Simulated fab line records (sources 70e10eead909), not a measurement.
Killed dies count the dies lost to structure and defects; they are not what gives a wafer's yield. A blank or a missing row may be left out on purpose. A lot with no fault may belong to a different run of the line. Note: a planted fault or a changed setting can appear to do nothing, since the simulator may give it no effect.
fab line records + flow nandHarc
[record]
- lots = 13
- wafers = 39
- lastDay = 24
route steps=1159 shown A_CHANNEL_HOLE_D1@464 A_CHANNEL_FILL_D1@493
lots that met no fault: taken from a fault-free run of the same line
startH: the number of hours between the record's first day and the start of the first shown wafer of the lot + waitH: hours from the lot's prior step to this one + " as in the row above + L1.1+2: one row covering several wafers at once + - no value, or no start given + * or withheld: withheld + < > ~ a bound
route shown NAME@n: NAME is a module with steps in the file, n the number in the route of the first one + usual: mean and standard deviation over wafers with no fault + same: alike in all rows + chamber/n: place in a boat + sites: the reading at each site + _std_site: standard deviation of those values + _edge_site: outer sites' mean less inner sites' + radiusMm: how far each site lies from the wafer's centre + mask NAME#n: copy n + behind: the last tool/chamber to shape the wafer + hold: reason for holding the lot/hours on hold/outcome of the hold + device: the transistor (n, p or np) that didn't switch + end of line: the tests these same wafers got at the end of their route + a step given without rows: its recipe and nothing more + killed: not the wafer's yield, but the dies lost to structure and defects at the first sort + map: a wafer's dies, marking killed ones x, the rest . and places with no die _
set.NAME: the run value of the setting; set.NAME@STEP: its run value at that earlier step + model.NAME: the simulator's own value behind a step, which no gauge read
the route's steps for a sample of lots (tables are steps, rows are wafers)
services: a tool's chamber out of use, with start hour (startH, from the record's first day; less than 0 if before it), hours out, and reason
[[steps]]
[step NHARC_A_CHANNEL_HOLE_D1_INSPECT_12]
[usual]
- rawDefectCount = 5.9/3
| lot.wafer | tool             | chamber | startH | waitH | rawDefectCount |
|-----------|------------------|---------|--------|-------|----------------|
| L146.1    | defectInspect-01 | -       | 180.80 | 0.0   | 6              |
| L146.2    | "                | -       | "      | "     | 9              |
| L146.5    | "                | -       | "      | "     | 4              |
| L145.2    | defectInspect-01 | -       | 182.60 | 0.0   | 2              |
| L145.3    | "                | -       | "      | "     | 8              |
| L145.6    | "                | -       | "      | "     | 6              |
| L148.2    | defectInspect-01 | -       | 188.25 | 0.0   | 2              |
| L148.5    | "                | -       | "      | "     | 6              |
| L148.6    | "                | -       | "      | "     | 9              |
| L147.3    | defectInspect-01 | -       | 189.47 | 0.0   | 5              |
| L147.4    | "                | -       | "      | "     | 9              |
| L147.5    | "                | -       | "      | "     | 10             |
| L150.1    | defectInspect-01 | -       | 207.05 | 0.0   | 2              |
| L150.2    | "                | -       | "      | "     | 4              |
| L150.6    | "                | -       | "      | "     | 3              |
| L149.1    | defectInspect-02 | -       | 207.35 | 0.0   | 10             |
| L149.4    | "                | -       | "      | "     | 4              |
| L149.6    | "                | -       | "      | "     | 9              |
| L153.3    | defectInspect-01 | -       | 219.79 | 0.0   | 4              |
| L153.4    | "                | -       | "      | "     | 4              |
| L153.6    | "                | -       | "      | "     | 3              |
| L151.1    | defectInspect-01 | -       | 220.16 | 0.0   | 3              |
| L151.3    | "                | -       | "      | "     | 4              |
| L151.6    | "                | -       | "      | "     | 5              |
| L155.1    | defectInspect-01 | -       | 237.14 | 0.0   | 9              |
| L155.3    | "                | -       | "      | "     | 8              |
| L155.4    | "                | -       | "      | "     | 5              |
| L158.2    | defectInspect-02 | -       | 266.25 | 0.0   | 6              |
| L158.5    | "                | -       | "      | "     | 4              |
| L158.6    | "                | -       | "      | "     | 3              |
| L159.1    | defectInspect-02 | -       | 266.56 | 0.0   | 7              |
| L159.4    | "                | -       | "      | "     | 7              |
| L159.5    | "                | -       | "      | "     | 3              |
| L165.2    | defectInspect-01 | -       | 302.37 | 0.0   | 2              |
| L165.4    | "                | -       | "      | "     | 4              |
| L165.5    | "                | -       | "      | "     | 6              |
| L167.1    | defectInspect-01 | -       | 302.53 | 0.0   | 6              |
| L167.2    | "                | -       | "      | "     | 10             |
| L167.3    | "                | -       | "      | "     | 1              |
[step NHARC_A_CHANNEL_FILL_D1_ALD_03]
[recipe]
- targetThkA = 60
- pulseTimeS = 60
- aldCycles = 58
- tempC = 630
- pressureTorr = 2
- material = SiNx
[usual]
- precursorPulseHeightRel = 1.003/0.019
- susceptorTempC = 629.99/0.27
| lot.wafer | tool           | chamber | startH | waitH | precursorPulseHeightRel | susceptorTempC |
|-----------|----------------|---------|--------|-------|-------------------------|----------------|
| L145.2    | aldSinBatch-01 | 0       | -      | -     | 0.997                   | -              |
| L145.3    | "              | 0       | "      | "     | 0.978                   | -              |
| L145.6    | "              | 0       | "      | "     | 1.019                   | -              |
| L146.1    | aldSinBatch-01 | 0       | -      | -     | 0.973                   | -              |
| L146.2    | "              | 0       | "      | "     | 1.006                   | -              |
| L146.5    | "              | 0       | "      | "     | 0.986                   | -              |
| L147.3    | aldSinBatch-01 | 0       | -      | -     | 1.021                   | 629.81         |
| L147.4    | "              | 0       | "      | "     | 1.020                   | 629.99         |
| L147.5    | "              | 0       | "      | "     | 0.962                   | 629.44         |
| L148.2    | aldSinBatch-01 | 0       | -      | -     | 1.022                   | 629.82         |
| L148.5    | "              | 0       | "      | "     | 1.000                   | 629.84         |
| L148.6    | "              | 0       | "      | "     | 1.009                   | 630.37         |
| L149.1    | aldSinBatch-03 | 0       | -      | -     | 1.023                   | 630.60         |
| L149.4    | "              | 0       | "      | "     | 1.000                   | 630.29         |
| L149.6    | "              | 0       | "      | "     | 0.976                   | 630.12         |
| L150.1    | aldSinBatch-03 | 0       | -      | -     | 0.999                   | 629.62         |
| L150.2    | "              | 0       | "      | "     | 0.985                   | 630.09         |
| L150.6    | "              | 0       | "      | "     | 1.023                   | 630.14         |
| L153.3    | aldSinBatch-03 | 0       | -      | -     | 1.007                   | 630.44         |
| L153.4    | "              | 0       | "      | "     | 1.007                   | 630.09         |
| L153.6    | "              | 0       | "      | "     | 1.039                   | 629.86         |
| L151.1    | aldSinBatch-02 | 0       | -      | -     | 0.991                   | 630.18         |
| L151.3    | "              | 0       | "      | "     | 1.003                   | 630.03         |
| L151.6    | "              | 0       | "      | "     | 1.012                   | 630.09         |
| L155.1    | aldSinBatch-02 | 0       | -      | -     | 1.000                   | -              |
| L155.3    | "              | 0       | "      | "     | 0.982                   | -              |
| L155.4    | "              | 0       | "      | "     | 0.998                   | -              |
| L158.2    | aldSinBatch-01 | 0       | -      | -     | 1.025                   | 630.08         |
| L158.5    | "              | 0       | "      | "     | 1.020                   | 630.15         |
| L158.6    | "              | 0       | "      | "     | 1.004                   | 629.63         |
| L159.1    | aldSinBatch-01 | 0       | -      | -     | 1.008                   | 630.16         |
| L159.4    | "              | 0       | "      | "     | 0.970                   | 630.28         |
| L159.5    | "              | 0       | "      | "     | 1.007                   | 630.13         |
| L165.2    | aldSinBatch-03 | 0       | -      | -     | 0.946                   | 629.83         |
| L165.4    | "              | 0       | "      | "     | 0.983                   | 629.65         |
| L165.5    | "              | 0       | "      | "     | 1.021                   | 629.70         |
| L167.1    | aldSinBatch-03 | 0       | -      | -     | 0.986                   | 629.95         |
| L167.2    | "              | 0       | "      | "     | 1.004                   | 629.85         |
| L167.3    | "              | 0       | "      | "     | 1.027                   | 629.56         |
[step NHARC_A_CHANNEL_FILL_D1_ALD_15]
[recipe]
- targetThkA = 20
- pulseTimeS = 60
- aldCycles = 19
- tempC = 630
- pressureTorr = 2
- material = SiNx
[usual]
- precursorPulseHeightRel = 1.001/0.018
- susceptorTempC = 630.0/0.32
| lot.wafer | tool           | chamber | startH | waitH | precursorPulseHeightRel | susceptorTempC |
|-----------|----------------|---------|--------|-------|-------------------------|----------------|
| L145.2    | aldSinBatch-02 | 0       | 199.20 | -     | 1.004                   | -              |
| L145.3    | "              | 0       | "      | "     | 1.003                   | -              |
| L145.6    | "              | 0       | "      | "     | 0.977                   | -              |
| L146.1    | aldSinBatch-02 | 0       | 199.20 | -     | 1.016                   | -              |
| L146.2    | "              | 0       | "      | "     | 0.999                   | -              |
| L146.5    | "              | 0       | "      | "     | 1.004                   | -              |
| L147.3    | aldSinBatch-02 | 0       | 206.03 | -     | 1.015                   | 629.3          |
| L147.4    | "              | 0       | "      | "     | 1.010                   | 629.1          |
| L147.5    | "              | 0       | "      | "     | 0.988                   | 629.5          |
| L148.2    | aldSinBatch-02 | 0       | 206.03 | -     | 1.000                   | 629.9          |
| L148.5    | "              | 0       | "      | "     | 0.997                   | 630.2          |
| L148.6    | "              | 0       | "      | "     | 1.004                   | 630.3          |
| L149.1    | aldSinBatch-01 | 0       | 227.18 | -     | 1.029                   | 629.9          |
| L149.4    | "              | 0       | "      | "     | 1.002                   | 629.8          |
| L149.6    | "              | 0       | "      | "     | 1.001                   | 629.5          |
| L150.1    | aldSinBatch-01 | 0       | 227.18 | -     | 0.998                   | 630.4          |
| L150.2    | "              | 0       | "      | "     | 1.004                   | 630.0          |
| L150.6    | "              | 0       | "      | "     | 1.014                   | 630.1          |
| L153.3    | aldSinBatch-01 | 0       | 238.55 | -     | 1.009                   | -              |
| L153.4    | "              | 0       | "      | "     | 1.033                   | -              |
| L153.6    | "              | 0       | "      | "     | 0.993                   | -              |
| L151.1    | aldSinBatch-03 | 0       | 242.09 | -     | 0.991                   | -              |
| L151.3    | "              | 0       | "      | "     | 1.002                   | -              |
| L151.6    | "              | 0       | "      | "     | 1.011                   | -              |
| L155.1    | aldSinBatch-01 | 0       | 254.84 | -     | 0.998                   | -              |
| L155.3    | "              | 0       | "      | "     | 1.028                   | -              |
| L155.4    | "              | 0       | "      | "     | 1.010                   | -              |
| L158.2    | aldSinBatch-01 | 0       | 284.35 | -     | 0.982                   | 659.0          |
| L158.5    | "              | 0       | "      | "     | 0.998                   | 659.1          |
| L158.6    | "              | 0       | "      | "     | 1.028                   | 659.4          |
| L159.1    | aldSinBatch-01 | 0       | 284.35 | -     | 0.970                   | 659.3          |
| L159.4    | "              | 0       | "      | "     | 1.027                   | 659.6          |
| L159.5    | "              | 0       | "      | "     | 1.017                   | 659.2          |
| L165.2    | aldSinBatch-02 | 0       | 321.91 | -     | 0.983                   | 630.1          |
| L165.4    | "              | 0       | "      | "     | 1.022                   | 630.2          |
| L165.5    | "              | 0       | "      | "     | 1.019                   | 630.0          |
| L167.1    | aldSinBatch-02 | 0       | 321.91 | -     | 1.013                   | 629.9          |
| L167.2    | "              | 0       | "      | "     | 0.981                   | 629.8          |
| L167.3    | "              | 0       | "      | "     | 1.018                   | 629.9          |
[step NHARC_A_CHANNEL_FILL_D1_ETCHBACK_08]
[recipe]
- targetDepthA = 2200
- timeS = 110
- c4f8FlowSccm = 20
- arFlowSccm = withheld
- rfW = 600
- biasW = 300
- chemistry = C4F8
[usual]
- oesProductAu = 0.96/0.039
- rfVppV = 442.7/1.6
| lot.wafer | tool       | chamber | startH | waitH | oesProductAu | rfHoursCounterH | rfVppV |
|-----------|------------|---------|--------|-------|--------------|-----------------|--------|
| L145.3    | rieDiel-03 | 0       | -      | -     | 0.99         | 0.4             | 443.3  |
| L145.2    | "          | 1       | "      | "     | 1.02         | 0.3             | 443.6  |
| L145.6    | "          | 0       | "      | "     | 1.00         | -               | 445.6  |
| L146.1    | rieDiel-08 | 0       | -      | -     | 0.99         | 2.5             | 443.3  |
| L146.2    | "          | 1       | "      | "     | 1.00         | 2.4             | 441.6  |
| L146.5    | "          | 3       | "      | "     | 1.01         | -               | 443.1  |
| L148.2    | rieDiel-03 | 3       | -      | -     | 1.00         | 0.7             | 440.0  |
| L148.6    | "          | 3       | "      | "     | 1.00         | -               | 440.6  |
| L148.5    | "          | 0       | "      | "     | 1.00         | -               | 444.0  |
| L147.4    | rieDiel-08 | 2       | -      | -     | 0.93         | 2.5             | 440.4  |
| L147.3    | "          | 3       | "      | "     | 0.92         | 2.7             | 441.9  |
| L147.5    | "          | 1       | "      | "     | 0.92         | -               | 442.4  |
| L149.1    | rieDiel-08 | 3       | -      | -     | 0.93         | 3.2             | 441.7  |
| L149.4    | "          | 2       | "      | "     | 0.93         | 3.0             | 440.8  |
| L149.6    | "          | 0       | "      | "     | 0.91         | -               | 443.9  |
| L150.1    | rieDiel-03 | 3       | -      | -     | 1.00         | 1.5             | 441.1  |
| L150.2    | "          | 1       | "      | "     | 1.01         | 1.5             | 443.5  |
| L150.6    | "          | 3       | "      | "     | 0.99         | -               | 440.5  |
| L153.4    | rieDiel-08 | 1       | -      | -     | 0.92         | 3.2             | 443.4  |
| L153.3    | "          | 2       | "      | "     | 0.93         | 3.1             | 441.9  |
| L153.6    | "          | 2       | "      | "     | 0.92         | -               | 442.5  |
| L151.3    | rieDiel-03 | 2       | -      | -     | 0.92         | 1.8             | 444.0  |
| L151.1    | "          | 3       | "      | "     | 0.92         | 1.9             | 440.9  |
| L151.6    | "          | 1       | "      | "     | 0.93         | -               | 443.8  |
| L155.4    | rieDiel-08 | 0       | -      | -     | 0.92         | 3.9             | 443.6  |
| L155.1    | "          | 1       | "      | "     | 0.92         | 3.6             | 443.0  |
| L155.3    | "          | 3       | "      | "     | 0.92         | 3.8             | 443.1  |
| L158.2    | rieDiel-03 | 1       | -      | -     | 0.99         | 3.0             | 444.1  |
| L158.5    | "          | 1       | "      | "     | 1.00         | -               | 444.3  |
| L158.6    | "          | 2       | "      | "     | 0.98         | -               | 444.2  |
| L159.4    | rieDiel-08 | 3       | -      | -     | 1.01         | 0.2             | 441.9  |
| L159.1    | "          | 1       | "      | "     | 1.00         | 0.2             | 442.3  |
| L159.5    | "          | 2       | "      | "     | 1.00         | -               | 440.4  |
| L165.2    | rieDiel-03 | 0       | -      | -     | 0.92         | 5.1             | 443.8  |
| L165.4    | "          | 1       | "      | "     | 0.91         | 5.4             | 443.7  |
| L165.5    | "          | 3       | "      | "     | 0.92         | -               | 442.9  |
| L167.3    | rieDiel-03 | 3       | -      | -     | 0.92         | 5.1             | 441.1  |
| L167.2    | "          | 0       | "      | "     | 0.92         | 5.2             | 444.0  |
| L167.1    | "          | 2       | "      | "     | 0.91         | 5.6             | 443.7  |
[[services]]
| tool           | chamber | startH | hours | kind      |
|----------------|---------|--------|-------|-----------|
| rieDiel-03     | 0       | 169.80 | -     | clean     |
| rieDiel-03     | 1       | 169.80 | -     | clean     |
| rieDiel-03     | 2       | 169.80 | -     | clean     |
| rieDiel-03     | 3       | 169.80 | -     | clean     |
| rieDiel-03     | 0       | 194.30 | -     | clean     |
| rieDiel-03     | 1       | 194.30 | -     | clean     |
| rieDiel-03     | 2       | 194.30 | -     | clean     |
| rieDiel-03     | 3       | 194.30 | -     | clean     |
| rieDiel-03     | 3       | 208.45 | 2.7   | repair    |
| rieDiel-03     | -       | 215.30 | 9.0   | pm        |
| rieDiel-03     | 0       | 215.30 | 9.0   | ventCycle |
| rieDiel-03     | 1       | 215.30 | 9.0   | ventCycle |
| rieDiel-03     | 2       | 215.30 | 9.0   | ventCycle |
| rieDiel-03     | 3       | 215.30 | 9.0   | ventCycle |
| rieDiel-03     | 0       | 224.30 | -     | clean     |
| rieDiel-03     | 1       | 224.30 | -     | clean     |
| rieDiel-03     | 2       | 224.30 | -     | clean     |
| rieDiel-03     | 3       | 224.30 | -     | clean     |
| rieDiel-03     | 0       | 248.80 | -     | clean     |
| rieDiel-03     | 1       | 248.80 | -     | clean     |
| rieDiel-03     | 3       | 277.22 | 1.8   | repair    |
| rieDiel-08     | -       | 301.80 | 9.0   | pm        |
| rieDiel-03     | 2       | 305.16 | 1.2   | repair    |
| aldSinBatch-03 | -       | 316.61 | 26.0  | pm        |
[[key]]
[firstSign]
- step = NHARC_A_CHANNEL_FILL_D1_ALD_15
- reading = susceptorTempC
- direction = up
- sigmas = 91
- usual = *
- struck = *
effect none on later readings
metAt NHARC_A_CHANNEL_FILL_D1_ALD_15
struckLots L158,L159
testerLeftOut L158,L159
notActingAt NHARC_A_CHANNEL_HOLE_D1_INSPECT_12,NHARC_A_CHANNEL_FILL_D1_ALD_03,NHARC_A_CHANNEL_FILL_D1_ETCHBACK_08
onsetBetween 254.84 284.35
[fault]
- kind = processParameterDrift
- tool = aldSinBatch-01
- chamber = -
- onsetH = 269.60
- steps = NHARC_A_CHANNEL_FILL_D1_ALD_15
- channel = tempC
- offset = *
- shape = step
- endH = 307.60
- actsIn = *
- stated = *
// testerLeftOut: of these lots the tester's yield and bins aren't shown, on N5 and GAA mostly nor the transistor test; their killed dies are dies lost to structure and defects alone, not to doping, threshold or leakage, so they don't give the yield
